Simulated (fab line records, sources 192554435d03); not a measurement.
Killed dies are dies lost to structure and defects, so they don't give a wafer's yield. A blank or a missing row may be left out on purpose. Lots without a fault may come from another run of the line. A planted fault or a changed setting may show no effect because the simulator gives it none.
fab line records | flow n5_finfet
record lots=24 wafers=72 last_day=17
route steps=1938 shown BEOL_M9@1416 BEOL_M10@1470
lots that met no fault: from a run of the same line without faults
start_h: hours from the record's first day to the start of the lot's first wafer shown | wait_h: hours since the lot's step before | " the same as in the row above | L1.1+2: a row that stands for several wafers | - no value, or no start given | * or withheld: withheld | < > ~ a bound
route shown NAME@n: a module of which the file shows steps, and the number in the route of the first | usual: mean/standard deviation of fault-free wafers | same: alike in all rows | chamber/n: place in a boat | sites: the reading at each site | _std_site: their standard deviation | _edge_site: outer sites' mean less inner sites' | radius_mm: how far each site lies from the wafer's centre | mask NAME#n: copy n | behind: the tool/chamber that last shaped the wafer | hold: why the lot was held/for how many hours/how that ended | device: the transistor (n, p or np) that didn't switch | end of line: the same wafers' tests at the end of the route | a step without rows: its recipe alone | killed: dies lost to structure and defects at the first sort, not the wafer's yield | map: a wafer's dies, x killed, . not, _ none there
set.NAME: the setting as run; set.NAME@STEP: as run at that earlier step | model.NAME: the simulator's own value behind a step, which no gauge read
steps of the route over a sample of lots; a table a step, a row a wafer
services: from which hour (start_h, from the record's first day; less than 0 if before it) a tool's chamber was out of use, for how many hours, and why
## steps
# step N5_BEOL_M9_INSPECT_13
# recipe mode=adi inspect_instrument=brightfield
# usual raw_defect_count=403/100
# columns lot.wafer tool chamber start_h wait_h raw_defect_count
L074.3 defect_inspect-02 - 208.55 0.0 353
L074.4 " - " " 403
L074.5 " - " " 444
L076.3 defect_inspect-02 - 209.76 0.0 412
L076.5 " - " " 398
L076.6 " - " " 303
L075.2 defect_inspect-02 - 217.99 0.0 287
L075.3 " - " " 387
L075.5 " - " " 272
L078.2 defect_inspect-01 - 221.67 0.0 471
L078.5 " - " " 339
L078.6 " - " " 365
L077.1 defect_inspect-02 - 227.11 0.0 390
L077.4 " - " " 422
L077.5 " - " " 379
L079.1 defect_inspect-02 - 233.68 0.0 365
L079.2 " - " " 380
L079.3 " - " " 370
L080.2 defect_inspect-02 - 238.59 0.0 511
L080.5 " - " " 550
L080.6 " - " " 589
L081.2 defect_inspect-02 - 245.89 0.0 752
L081.4 " - " " 406
L081.5 " - " " 519
L083.1 defect_inspect-01 - 258.61 0.0 507
L083.3 " - " " 353
L083.4 " - " " 478
L082.2 defect_inspect-01 - 258.89 0.0 611
L082.3 " - " " 448
L082.5 " - " " 446
L084.2 defect_inspect-01 - 263.21 0.0 545
L084.3 " - " " 528
L084.4 " - " " 462
L085.3 defect_inspect-02 - 268.94 0.0 388
L085.5 " - " " 313
L085.6 " - " " 275
L086.4 defect_inspect-02 - 275.99 0.0 616
L086.5 " - " " 570
L086.6 " - " " 433
L087.2 defect_inspect-02 - 287.53 0.0 278
L087.3 " - " " 293
L087.5 " - " " 366
L088.2 defect_inspect-01 - 288.53 0.0 326
L088.4 " - " " 284
L088.6 " - " " 426
L089.1 defect_inspect-01 - 295.45 0.0 294
L089.2 " - " " 441
L089.3 " - " " 318
L090.1 defect_inspect-02 - 295.92 0.0 371
L090.2 " - " " 365
L090.3 " - " " 424
L091.1 defect_inspect-02 - 307.78 0.0 393
L091.5 " - " " 384
L091.6 " - " " 301
L092.3 defect_inspect-02 - 317.21 0.0 319
L092.4 " - " " 490
L092.5 " - " " 291
L094.1 defect_inspect-01 - 326.92 0.0 421
L094.2 " - " " 321
L094.4 " - " " 414
L093.1 defect_inspect-02 - 331.58 0.0 469
L093.2 " - " " 491
L093.5 " - " " 545
L095.1 defect_inspect-01 - 333.85 0.0 275
L095.3 " - " " 289
L095.4 " - " " 360
L096.2 defect_inspect-02 - 338.32 0.0 399
L096.3 " - " " 400
L096.6 " - " " 263
L097.3 defect_inspect-02 - 348.63 0.0 415
L097.5 " - " " 353
L097.6 " - " " 330
# step N5_BEOL_M9_STRIP_67
# recipe chemistry=CF4 resist=SiARC power_w=300 bias_power_w=75 pressure_mtorr=50 cf4_flow_sccm=150 rf_frequency_hz=6e+07
# usual drypump_motor_current_A=6.0/0.54 oes_product_au=0.80/0.095 rf_vpp_V=271.0/1.4 showerhead_plenum_p_Torr=1.78/0.043 throttle_valve_pct=13.59/0.27
# columns lot.wafer tool chamber start_h wait_h drypump_motor_current_A oes_product_au rf_hours_counter_h rf_vpp_V showerhead_plenum_p_Torr throttle_valve_pct
L074.3 rie_diel-04 1 208.86 0.0 6.4 0.86 42 270.0 1.74 13.67
L074.4 " 2 " " 5.2 0.83 57 269.8 1.76 13.54
L074.5 " 1 " " 6.4 0.86 - 271.0 1.74 13.66
L076.3 rie_diel-06 3 210.03 0.0 6.8 0.69 240 268.9 1.70 13.86
L076.5 " 2 " " 4.9 0.71 - 270.1 1.78 13.92
L076.6 " 3 " " 6.8 0.69 - 268.6 1.70 13.86
L075.2 rie_diel-06 2 218.25 0.0 4.9 0.71 222 272.2 1.78 13.93
L075.3 " 0 " " 6.1 0.77 126 270.7 1.79 13.66
L075.5 " 2 " " 4.9 0.70 - 271.3 1.78 13.92
L078.2 rie_diel-03 3 222.25 0.0 6.5 0.68 246 270.4 1.76 13.82
L078.5 " 1 " " 5.8 0.74 - 273.1 1.84 13.75
L078.6 " 0 " " 6.4 0.74 - 269.4 1.73 13.67
L077.1 rie_diel-03 2 227.74 0.0 6.2 0.96 2 271.1 1.82 13.00
L077.4 " 0 " " 6.3 0.73 173 269.4 1.73 13.67
L077.5 " 3 " " 6.5 0.69 - 269.8 1.76 13.82
L079.1 rie_diel-04 1 234.04 0.0 6.5 0.85 49 270.9 1.74 13.71
L079.2 " 2 " " 5.1 0.82 65 269.5 1.75 13.55
L079.3 " 3 " " 5.6 0.74 181 272.0 1.85 13.98
L080.2 rie_diel-04 0 239.26 0.0 6.4 0.70 199 270.5 1.78 13.48
L080.5 " 1 " " 6.4 0.85 - 271.9 1.74 13.72
L080.6 " 2 " " 5.2 0.82 - 271.0 1.75 13.56
L081.2 rie_diel-06 1 246.15 0.0 6.0 0.95 11 271.5 1.78 13.48
L081.4 " 0 " " 6.1 0.76 - 271.7 1.79 13.67
L081.5 " 1 " " 5.9 0.95 - 269.6 1.78 13.49
L083.1 rie_diel-06 0 258.96 0.0 6.1 0.77 139 270.9 1.79 13.68
L083.3 " 1 " " 6.0 0.93 18 270.3 1.77 13.49
L083.4 " 0 " " 6.1 0.75 - 271.9 1.79 13.69
L082.2 rie_diel-03 3 259.26 0.0 6.5 1.00 1 270.5 1.76 13.24
L082.3 " 2 " " 6.2 0.93 14 272.2 1.81 13.01
L082.5 " 2 " " 6.2 0.92 - 271.4 1.81 13.02
L084.2 rie_diel-04 0 263.47 0.0 6.3 0.68 205 272.2 1.77 13.48
L084.3 " 2 " " 5.1 0.81 73 269.5 1.75 13.59
L084.4 " 1 " " 6.4 0.84 57 271.0 1.74 13.72
L085.3 rie_diel-03 0 269.65 0.0 6.4 0.73 187 269.3 1.72 13.72
L085.5 " 2 " " 6.2 0.92 - 271.5 1.81 13.02
L085.6 " 1 " " 5.8 0.73 - 272.9 1.83 13.81
L086.4 rie_diel-03 0 276.44 0.0 6.4 0.73 190 269.9 1.72 13.74
L086.5 " 2 " " 6.2 0.92 - 272.8 1.81 13.01
L086.6 " 3 " " 6.5 0.96 - 268.8 1.76 13.27
L087.2 rie_diel-06 1 288.23 0.0 5.9 0.93 27 270.2 1.77 13.52
L087.3 " 3 " " 6.8 0.94 9 274.2 1.90 13.34
L087.5 " 0 " " 6.1 0.76 - 271.1 1.79 13.71
L088.2 rie_diel-06 1 289.05 0.0 6.0 0.91 27 269.8 1.77 13.52
L088.4 " 3 " " 6.8 0.93 9 273.6 1.90 13.33
L088.6 " 3 " " 6.8 0.94 - 273.5 1.90 13.34
L089.1 rie_diel-03 0 295.84 0.0 6.4 0.72 197 268.9 1.72 13.74
L089.2 " 3 " " 6.4 0.94 13 271.7 1.76 13.29
L089.3 " 2 " " 6.2 0.90 26 271.5 1.81 13.04
L090.1 rie_diel-03 1 296.44 0.0 5.8 0.73 201 271.6 1.83 13.83
L090.2 " 3 " " 6.4 0.95 14 271.1 1.76 13.27
L090.3 " 2 " " 6.2 0.89 27 272.3 1.81 13.05
L091.1 rie_diel-03 1 308.05 0.0 5.8 0.72 206 273.0 1.83 13.84
L091.5 " 3 " " 6.5 0.93 - 271.0 1.76 13.28
L091.6 " 0 " " 6.4 0.72 - 268.5 1.72 13.74
L092.3 rie_diel-03 3 318.17 0.0 6.5 0.92 21 271.2 1.75 13.29
L092.4 " 0 " " 6.4 0.71 205 270.3 1.72 13.75
L092.5 " 0 " " 6.4 0.72 - 269.6 1.72 13.76
L094.1 rie_diel-03 3 327.18 0.0 6.5 0.92 24 270.0 1.75 13.30
L094.2 " 2 " " 6.2 0.88 36 272.0 1.81 13.07
L094.4 " 1 " " 5.7 0.72 211 272.5 1.83 13.86
L093.1 rie_diel-06 3 332.16 0.0 6.8 0.91 24 273.3 1.90 13.38
L093.2 " 2 " " 4.9 0.95 3 271.7 1.77 13.40
L093.5 " 1 " " 6.0 0.87 - 270.0 1.77 13.57
L095.1 rie_diel-04 3 334.15 0.0 5.6 0.72 208 272.0 1.84 14.04
L095.3 " 2 " " 5.2 0.78 92 271.7 1.75 13.62
L095.4 " 0 " " 6.4 0.68 222 270.1 1.77 13.50
L096.2 rie_diel-06 3 338.58 0.0 6.8 0.90 26 273.0 1.90 13.38
L096.3 " 0 " " 6.1 0.73 168 269.5 1.78 13.76
L096.6 " 1 " " 5.9 0.89 - 269.6 1.77 13.58
L097.3 rie_diel-04 1 348.90 0.0 6.5 0.81 79 269.3 1.73 13.77
L097.5 " 1 " " 6.4 0.81 - 268.6 1.73 13.76
L097.6 " 0 " " 6.3 0.68 - 270.8 1.77 13.53
# step N5_BEOL_M9_DESCUM_33
# recipe chemistry=O2 time_s=7 source_power_w=50 bias_power_w=20 pressure_mtorr=20 rf_frequency_hz=2.712e+07 temp_c=40 resist=CAR-EUV o2_flow_sccm=225
# usual drypump_motor_current_A=6.0/0.54 oes_product_au=0.81/0.1 rf_vpp_V=243.1/1.4 showerhead_plenum_p_Torr=2.08/0.063 throttle_valve_pct=20.42/0.26
# columns lot.wafer tool chamber start_h wait_h drypump_motor_current_A oes_product_au rf_hours_counter_h rf_vpp_V showerhead_plenum_p_Torr throttle_valve_pct
L074.3 rie_diel-06 3 212.19 0.0 6.8 0.68 240 242.1 1.96 20.50
L074.4 " 1 " " 6.0 0.99 1 244.1 2.06 20.41
L074.5 " 1 " " 6.0 0.98 - 244.1 2.06 20.40
L076.3 rie_diel-03 3 212.23 0.0 6.5 0.71 243 242.9 2.07 20.69
L076.5 " 3 " " 6.4 0.69 - 242.7 2.07 20.66
L076.6 " 0 " " 6.4 0.75 - 242.1 2.00 20.41
L075.2 rie_diel-04 3 220.54 0.0 5.6 0.73 177 243.8 2.17 20.90
L075.3 " 2 " " 5.2 0.82 59 241.8 2.01 20.19
L075.5 " 1 " " 6.4 0.86 - 242.5 2.03 20.73
L078.2 rie_diel-06 1 223.03 0.0 6.0 0.96 5 242.6 2.06 20.41
L078.5 " 2 " " 4.9 0.68 - 241.6 2.06 20.72
L078.6 " 3 " " 6.8 0.67 - 241.4 1.96 20.50
L077.1 rie_diel-03 2 228.56 0.0 6.2 0.99 2 245.4 2.12 19.82
L077.4 " 3 " " 6.5 0.70 249 242.5 2.07 20.67
L077.5 " 1 " " 5.8 0.72 - 244.1 2.14 20.42
L079.1 rie_diel-03 0 235.05 0.1 6.4 0.75 175 242.9 1.99 20.40
L079.2 " 1 " " 5.8 0.72 178 244.4 2.14 20.45
L079.3 " 3 " " 6.4 0.70 250 240.7 2.07 20.69
L080.2 rie_diel-04 0 242.79 0.0 6.4 0.68 200 243.7 2.10 20.34
L080.5 " 3 " " 5.6 0.74 - 244.4 2.17 20.89
L080.6 " 2 " " 5.1 0.83 - 242.2 2.00 20.21
L081.2 rie_diel-06 0 247.64 0.0 6.1 0.76 134 241.2 2.10 20.58
L081.4 " 0 " " 6.1 0.76 - 242.0 2.10 20.57
L081.5 " 1 " " 5.9 0.92 - 243.1 2.06 20.44
L083.1 rie_diel-03 2 259.77 0.0 6.2 0.95 14 243.7 2.11 19.87
L083.3 " 3 " " 6.5 1.00 1 241.5 2.07 20.26
L083.4 " 1 " " 5.8 0.72 188 242.2 2.14 20.45
L082.2 rie_diel-06 2 260.04 0.0 4.9 0.68 238 242.3 2.06 20.76
L082.3 " 0 " " 6.1 0.75 140 242.8 2.10 20.58
L082.5 " 0 " " 6.1 0.76 - 243.9 2.10 20.59
L084.2 rie_diel-06 0 264.32 0.1 6.1 0.76 141 244.8 2.10 20.58
L084.3 " 3 " " 6.8 0.99 2 245.4 2.22 20.10
L084.4 " 2 " " 4.9 0.68 240 239.8 2.06 20.74
L085.3 rie_diel-03 1 271.45 0.0 5.8 0.72 192 245.1 2.14 20.46
L085.5 " 3 " " 6.5 0.98 - 244.0 2.07 20.28
L085.6 " 0 " " 6.4 0.74 - 241.5 1.99 20.41
L086.4 rie_diel-06 3 279.55 0.0 6.8 0.96 7 245.1 2.22 20.12
L086.5 " 2 " " 4.9 0.68 - 242.2 2.06 20.75
L086.6 " 1 " " 6.0 0.91 - 243.0 2.05 20.45
L087.2 rie_diel-06 2 289.55 0.3 4.9 0.68 247 241.8 2.06 20.77
L087.3 " 0 " " 6.1 0.75 149 243.2 2.09 20.59
L087.5 " 2 " " 4.9 0.67 - 241.4 2.06 20.76
L088.2 rie_diel-03 1 291.38 0.0 5.8 0.70 198 244.3 2.13 20.47
L088.4 " 3 " " 6.4 0.94 11 243.3 2.06 20.29
L088.6 " 1 " " 5.8 0.70 - 244.9 2.13 20.48
L089.1 rie_diel-06 1 299.34 0.7 5.9 0.89 33 241.8 2.05 20.43
L089.2 " 3 " " 6.8 0.94 12 245.5 2.22 20.10
L089.3 " 0 " " 6.1 0.74 154 243.3 2.09 20.62
L090.1 rie_diel-03 2 300.28 1.5 6.2 0.92 28 243.9 2.11 19.87
L090.2 " 1 " " 5.8 0.70 203 244.3 2.13 20.47
L090.3 " 0 " " 6.4 0.73 199 241.6 1.99 20.44
L091.1 rie_diel-06 1 309.00 0.1 5.9 0.88 36 242.0 2.05 20.46
L091.5 " 0 " " 6.1 0.74 - 243.1 2.09 20.60
L091.6 " 1 " " 5.9 0.88 - 242.8 2.05 20.45
L092.3 rie_diel-06 1 321.70 0.0 5.9 0.87 41 242.7 2.05 20.45
L092.4 " 2 " " 4.9 0.97 0 242.5 2.05 20.16
L092.5 " 0 " " 6.1 0.73 - 243.3 2.09 20.63
L094.1 rie_diel-04 1 328.43 0.0 6.5 0.82 72 242.6 2.02 20.77
L094.2 " 2 " " 5.2 0.78 89 241.8 2.00 20.22
L094.4 " 0 " " 6.4 0.66 220 242.7 2.09 20.40
L093.1 rie_diel-06 0 333.11 0.2 6.1 0.73 166 243.9 2.09 20.62
L093.2 " 2 " " 4.9 0.94 4 243.1 2.05 20.17
L093.5 " 1 " " 6.0 0.87 - 242.6 2.05 20.47
L095.1 rie_diel-04 1 335.19 0.2 6.4 0.82 74 243.0 2.02 20.77
L095.3 " 3 " " 5.6 0.71 209 245.1 2.16 20.95
L095.4 " 0 " " 6.4 0.66 222 244.1 2.09 20.38
L096.2 rie_diel-06 3 339.43 0.1 6.8 0.90 26 245.3 2.21 20.13
L096.3 " 0 " " 6.1 0.73 169 242.9 2.09 20.62
L096.6 " 1 " " 5.9 0.86 - 241.2 2.04 20.48
L097.3 rie_diel-03 0 349.91 0.0 6.4 0.72 214 241.7 1.98 20.48
L097.5 " 3 " " 6.5 0.90 - 241.8 2.06 20.31
L097.6 " 2 " " 6.2 0.90 - 243.7 2.10 19.89
# step N5_BEOL_M9_PRE_CLEAN_45
# recipe gas=H2/He time_s=30 temp_c=250
# usual heater_power_w=323/33 susceptor_temp_C=249.99/0.16
# columns lot.wafer tool chamber start_h wait_h heater_power_w susceptor_temp_C
L074.3 pvd_sputter-01 - 213.30 0.0 318 250.18
L074.4 " - " " 379 249.84
L074.5 " - " " 297 249.81
L076.3 pvd_sputter-02 - 213.77 0.0 415 249.88
L076.5 " - " " 407 249.83
L076.6 " - " " 346 249.84
L075.2 pvd_sputter-03 - 221.69 0.0 326 250.11
L075.3 " - " " 301 250.21
L075.5 " - " " 293 250.32
L078.2 pvd_sputter-02 - 224.60 0.0 350 249.91
L078.5 " - " " 344 249.95
L078.6 " - " " 315 250.03
L077.1 pvd_sputter-01 - 229.61 0.0 375 250.22
L077.4 " - " " 306 249.77
L077.5 " - " " 365 250.07
L079.1 pvd_sputter-01 - 236.06 0.0 383 249.95
L079.2 " - " " 307 249.91
L079.3 " - " " 303 249.86
L080.2 pvd_sputter-01 - 243.93 0.0 380 250.12
L080.5 " - " " 314 249.87
L080.6 " - " " 305 249.79
L081.2 pvd_sputter-02 - 248.98 0.0 324 250.01
L081.4 " - " " 359 250.05
L081.5 " - " " 398 249.73
L083.1 pvd_sputter-03 - 261.14 0.0 298 249.88
L083.3 " - " " 303 249.88
L083.4 " - " " 328 249.96
L082.2 pvd_sputter-03 - 261.38 0.0 299 249.93
L082.3 " - " " 295 249.87
L082.5 " - " " 300 249.90
L084.2 pvd_sputter-03 - 265.80 0.0 294 250.19
L084.3 " - " " 292 249.88
L084.4 " - " " 303 250.20
L085.3 pvd_sputter-02 - 272.80 0.0 401 249.87
L085.5 " - " " 350 250.04
L085.6 " - " " 316 249.69
L086.4 pvd_sputter-03 - 280.91 0.0 324 249.98
L086.5 " - " " 324 250.14
L086.6 " - " " 301 249.69
L087.2 pvd_sputter-03 - 291.96 0.0 303 249.74
L087.3 " - " " 309 249.95
L087.5 " - " " 337 249.92
L088.2 pvd_sputter-03 - 292.69 0.0 293 250.02
L088.4 " - " " 307 250.01
L088.6 " - " " 301 250.14
L089.1 pvd_sputter-03 - 300.37 0.0 297 250.12
L089.2 " - " " 306 250.08
L089.3 " - " " 332 250.02
L090.1 pvd_sputter-01 - 303.27 0.0 383 249.90
L090.2 " - " " 315 250.14
L090.3 " - " " 291 249.97
L091.1 pvd_sputter-03 - 310.52 0.0 323 250.10
L091.5 " - " " 327 249.88
L091.6 " - " " 288 249.81
L092.3 pvd_sputter-03 - 322.74 0.0 326 249.79
L092.4 " - " " 309 249.79
L092.5 " - " " 306 249.92
L094.1 pvd_sputter-02 - 329.93 0.0 348 250.30
L094.2 " - " " 407 250.10
L094.4 " - " " 358 250.12
L093.1 pvd_sputter-02 - 335.67 0.0 345 250.10
L093.2 " - " " 328 249.79
L093.5 " - " " 352 249.87
L095.1 pvd_sputter-03 - 336.27 0.0 323 250.11
L095.3 " - " " 301 249.95
L095.4 " - " " 296 250.06
L096.2 pvd_sputter-03 - 341.09 0.0 306 249.82
L096.3 " - " " 326 250.14
L096.6 " - " " 309 249.97
L097.3 pvd_sputter-01 - 351.77 0.0 382 250.02
L097.5 " - " " 308 249.64
L097.6 " - " " 385 250.22
# step N5_BEOL_M9_ALD_74
# recipe material=TaN target_thk_a=20 temp_c=275 ald_precursor_family=PDMAT ald_co_reactant=NH3 pressure_torr=3 carrier_flow_sccm=1500 pulse_time_s=2 purge_time_s=3 co_reactant_purge_time_s=2 co_reactant_pulse_time_s=3 ald_cycles=40 precursor_vessel_temp_c=75 precursor_vessel_pressure_torr=26.25 precursor_vessel_carrier_sccm=1000
# usual heater_power_outer_w=233/28 heater_power_w=417/45 precursor_vessel_carrier_sccm=1000/3.2 susceptor_temp_C=274.98/0.19
# columns lot.wafer tool chamber start_h wait_h heater_power_outer_w heater_power_w precursor_vessel_carrier_sccm susceptor_temp_C
L074.3 ald_metal-01 2 213.36 0.0 220 413 1001 275.01
L074.4 " 3 " " 227 437 995 274.90
L074.5 " 2 " " 219 404 997 274.90
L076.3 ald_metal-04 0 213.90 0.1 235 434 999 274.81
L076.5 " 0 " " 242 423 1000 274.81
L076.6 " 3 " " 274 500 1001 275.03
L075.2 ald_metal-03 3 221.77 0.1 267 476 996 275.00
L075.3 " 0 " " 282 459 996 274.74
L075.5 " 0 " " 282 458 993 274.73
L078.2 ald_metal-04 2 224.89 0.3 202 361 998 274.75
L078.5 " 0 " " 246 415 995 275.26
L078.6 " 3 " " 282 519 994 274.76
L077.1 ald_metal-04 2 229.67 0.0 201 353 1003 275.02
L077.4 " 0 " " 238 422 996 275.05
L077.5 " 3 " " 274 517 1003 274.96
L079.1 ald_metal-04 2 236.12 0.0 201 362 999 274.74
L079.2 " 0 " " 237 423 997 274.87
L079.3 " 1 " " 224 398 996 274.69
L080.2 ald_metal-03 3 243.99 0.0 266 468 997 274.77
L080.5 " 1 " " 246 443 999 275.00
L080.6 " 2 " " 245 435 999 274.99
L081.2 ald_metal-01 1 249.04 0.0 262 409 994 274.73
L081.4 " 3 " " 221 437 999 275.25
L081.5 " 3 " " 227 442 1000 275.01
L083.1 ald_metal-01 0 261.22 0.1 180 348 995 275.23
L083.3 " 2 " " 221 421 995 275.11
L083.4 " 3 " " 229 445 1005 274.78
L082.2 ald_metal-04 0 261.46 0.1 237 420 999 274.84
L082.3 " 1 " " 221 391 999 275.01
L082.5 " 0 " " 241 422 997 274.85
L084.2 ald_metal-01 2 265.86 0.0 225 423 1003 274.80
L084.3 " 3 " " 225 438 997 274.90
L084.4 " 0 " " 185 340 997 275.08
L085.3 ald_metal-01 3 272.86 0.0 228 439 1007 274.94
L085.5 " 0 " " 179 348 998 275.36
L085.6 " 3 " " 227 435 999 275.03
L086.4 ald_metal-04 3 280.97 0.0 283 503 997 274.83
L086.5 " 0 " " 234 432 997 274.92
L086.6 " 1 " " 229 393 1001 274.66
L087.2 ald_metal-04 2 292.02 0.0 201 363 1002 274.89
L087.3 " 1 " " 220 394 1005 274.87
L087.5 " 1 " " 233 388 1007 274.92
L088.2 ald_metal-04 0 292.79 0.1 239 426 1001 274.97
L088.4 " 3 " " 276 502 1001 274.89
L088.6 " 2 " " 202 365 1002 274.96
L089.1 ald_metal-03 3 300.44 0.1 269 463 993 274.93
L089.2 " 1 " " 237 433 1001 275.40
L089.3 " 2 " " 242 434 1002 275.28
L090.1 ald_metal-01 0 303.33 0.0 187 344 1001 275.11
L090.2 " 2 " " 220 412 997 274.70
L090.3 " 3 " " 227 435 1000 274.89
L091.1 ald_metal-01 1 310.58 0.0 259 412 1000 274.83
L091.5 " 1 " " 266 400 998 274.67
L091.6 " 2 " " 222 421 1003 275.07
L092.3 ald_metal-04 2 322.80 0.0 200 361 998 274.71
L092.4 " 3 " " 272 512 1000 275.23
L092.5 " 3 " " 274 502 993 275.09
L094.1 ald_metal-01 2 329.99 0.0 218 412 1000 274.88
L094.2 " 1 " " 259 423 998 274.98
L094.4 " 0 " " 180 344 1004 275.12
L093.1 ald_metal-01 1 335.73 0.0 262 421 999 274.81
L093.2 " 3 " " 227 431 996 274.95
L093.5 " 2 " " 216 410 999 275.03
L095.1 ald_metal-01 0 336.35 0.1 186 344 996 275.29
L095.3 " 1 " " 262 406 1003 275.02
L095.4 " 3 " " 224 436 996 275.01
L096.2 ald_metal-04 2 341.22 0.1 200 359 1002 275.22
L096.3 " 1 " " 222 407 998 274.97
L096.6 " 0 " " 235 425 996 274.82
L097.3 ald_metal-01 2 351.83 0.0 212 400 1001 275.17
L097.5 " 0 " " 176 337 1003 275.12
L097.6 " 1 " " 239 380 995 274.44
# step N5_BEOL_M10_ILD_DEP_00
# recipe material=SiCOH_lowk target_thk_a=3085.1 temp_c=300 precursor=DEMS/porogen pressure_torr=5 rf_w=500 time_s=58
# usual heater_power_outer_w=145/35 heater_power_w=324/60 showerhead_plenum_p_Torr=5.736/0.015 susceptor_temp_C=299.98/0.19 throttle_valve_pct=13.5/1.1
# columns lot.wafer tool chamber start_h wait_h heater_power_outer_w heater_power_w showerhead_plenum_p_Torr susceptor_temp_C throttle_valve_pct
L074.3 pecvd-03 0 215.30 0.1 160 359 5.726 300.16 12.7
L074.4 " 1 " " 128 299 5.733 299.98 15.2
L074.5 " 0 " " 96 275 5.694 300.14 12.5
L076.3 pecvd-02 2 215.97 0.0 134 307 5.753 299.87 12.8
L076.5 " 1 " " 109 251 5.738 299.72 14.1
L076.6 " 2 " " 145 315 5.743 299.89 12.8
L075.2 pecvd-03 1 223.44 0.0 139 318 5.720 299.79 15.2
L075.3 " 1 " " 145 326 5.720 299.76 15.0
L075.5 " 0 " " 96 275 5.707 299.72 12.4
L078.2 pecvd-04 2 227.24 0.0 153 328 5.759 300.34 13.3
L078.5 " 2 " " 166 331 5.758 300.18 13.3
L078.6 " 1 " " 174 403 5.736 299.81 14.3
L077.1 pecvd-04 2 231.43 0.0 157 331 5.750 299.90 13.4
L077.4 " 2 " " 164 338 5.743 300.09 13.5
L077.5 " 1 " " 221 472 5.746 299.95 14.2
L079.1 pecvd-03 2 238.35 0.0 162 302 5.725 300.23 11.7
L079.2 " 0 " " 155 343 5.722 299.91 12.5
L079.3 " 1 " " 136 319 5.721 300.07 15.3
L080.2 pecvd-03 1 246.02 0.0 128 311 5.728 300.12 15.3
L080.5 " 1 " " 135 320 5.750 300.06 15.0
L080.6 " 2 " " 133 273 5.726 299.64 11.4
L081.2 pecvd-03 2 250.64 0.0 163 308 5.721 300.05 11.8
L081.4 " 2 " " 112 244 5.736 300.09 11.6
L081.5 " 0 " " 143 344 5.709 299.86 12.2
L083.1 pecvd-02 2 263.02 0.0 167 345 5.742 299.66 12.8
L083.3 " 1 " " 134 295 5.751 299.84 13.9
L083.4 " 2 " " 176 361 5.739 299.93 13.0
L082.2 pecvd-03 1 263.40 0.0 133 314 5.717 300.07 15.2
L082.3 " 2 " " 154 298 5.736 299.90 11.7
L082.5 " 2 " " 159 308 5.733 299.88 11.9
L084.2 pecvd-03 1 268.98 0.0 140 332 5.724 300.09 15.2
L084.3 " 2 " " 111 245 5.712 300.03 11.7
L084.4 " 1 " " 141 314 5.721 300.15 15.2
L085.3 pecvd-02 1 274.65 0.1 116 273 5.757 300.26 14.1
L085.5 " 2 " " 126 296 5.735 300.30 13.1
L085.6 " 1 " " 123 279 5.746 300.09 13.9
L086.4 pecvd-02 2 282.86 0.1 157 339 5.740 299.76 13.1
L086.5 " 2 " " 163 334 5.746 300.11 13.1
L086.6 " 1 " " 121 272 5.770 299.98 14.1
L087.2 pecvd-04 0 293.53 0.0 157 362 5.757 300.36 14.3
L087.3 " 2 " " 137 296 5.753 299.69 13.6
L087.5 " 1 " " 228 476 5.742 300.36 14.1
L088.2 pecvd-03 2 295.27 0.0 130 277 5.729 299.94 11.9
L088.4 " 0 " " 154 350 5.718 300.22 12.9
L088.6 " 2 " " 137 271 5.724 300.06 11.6
L089.1 pecvd-03 2 302.60 0.0 129 263 5.725 300.12 11.8
L089.2 " 1 " " 131 312 5.720 299.97 15.1
L089.3 " 0 " " 123 316 5.716 300.29 12.7
L090.1 pecvd-02 1 304.86 0.0 125 282 5.763 299.68 14.2
L090.2 " 0 " " 69 227 5.733 299.73 11.8
L090.3 " 2 " " 144 308 5.727 300.32 13.0
L091.1 pecvd-02 2 312.59 0.0 166 345 5.753 299.88 12.8
L091.5 " 0 " " 107 275 5.743 300.04 11.6
L091.6 " 2 " " 171 350 5.741 300.14 13.2
L092.3 pecvd-03 2 324.62 0.0 130 274 5.728 299.82 11.9
L092.4 " 0 " " 126 307 5.714 299.91 12.6
L092.5 " 1 " " 87 262 5.721 300.01 14.9
L094.1 pecvd-04 1 331.62 0.0 217 465 5.730 299.88 14.4
L094.2 " 2 " " 125 288 5.729 300.21 13.3
L094.4 " 0 " " 184 401 5.753 299.93 14.4
L093.1 pecvd-02 2 337.37 0.0 144 309 5.743 299.85 12.8
L093.2 " 1 " " 123 287 5.757 299.89 14.1
L093.5 " 0 " " 96 261 5.741 299.69 11.7
L095.1 pecvd-04 0 338.44 0.0 176 390 5.738 299.97 14.3
L095.3 " 1 " " 206 447 5.736 300.35 14.2
L095.4 " 0 " " 183 410 5.751 300.30 14.4
L096.2 pecvd-04 0 342.89 0.0 149 350 5.749 299.73 14.5
L096.3 " 1 " " 220 459 5.748 299.88 14.3
L096.6 " 2 " " 108 261 5.738 299.77 13.3
L097.3 pecvd-04 1 353.77 0.0 220 470 5.754 299.85 14.3
L097.5 " 2 " " 123 280 5.739 299.87 13.4
L097.6 " 0 " " 194 395 5.745 300.17 14.6
## services
# columns tool chamber start_h hours kind
rie_diel-04 - 189.36 0.7 repair
rie_diel-03 2 189.95 11.4 repair
ald_metal-01 - 191.51 0.4 repair
pecvd-02 - 199.25 2.6 repair
rie_diel-06 1 200.94 9.8 repair
pecvd-04 0 225.92 13.6 repair
ald_metal-01 - 234.07 14.6 pm
pecvd-04 - 236.58 14.6 pm
rie_diel-06 3 243.38 - clean
rie_diel-06 3 243.38 - consumable_replace:focus_ring
rie_diel-06 3 243.38 - consumable_replace:showerhead
rie_diel-06 3 243.38 15.5 scheduled_down
rie_diel-03 0 248.64 2.4 repair
pecvd-02 - 251.82 2.8 pm
pecvd-02 0 255.27 3.5 repair
pecvd-03 0 257.05 18.5 repair
ald_metal-03 1 260.66 2.5 repair
rie_diel-04 0 270.55 4.8 repair
ald_metal-03 1 280.11 11.8 repair
pecvd-04 0 314.72 4.0 repair
rie_diel-03 0 321.20 4.8 repair
ald_metal-01 - 337.25 14.0 pm
ald_metal-04 3 339.56 19.2 repair
ald_metal-04 2 351.82 33.8 repair
## key
fault none
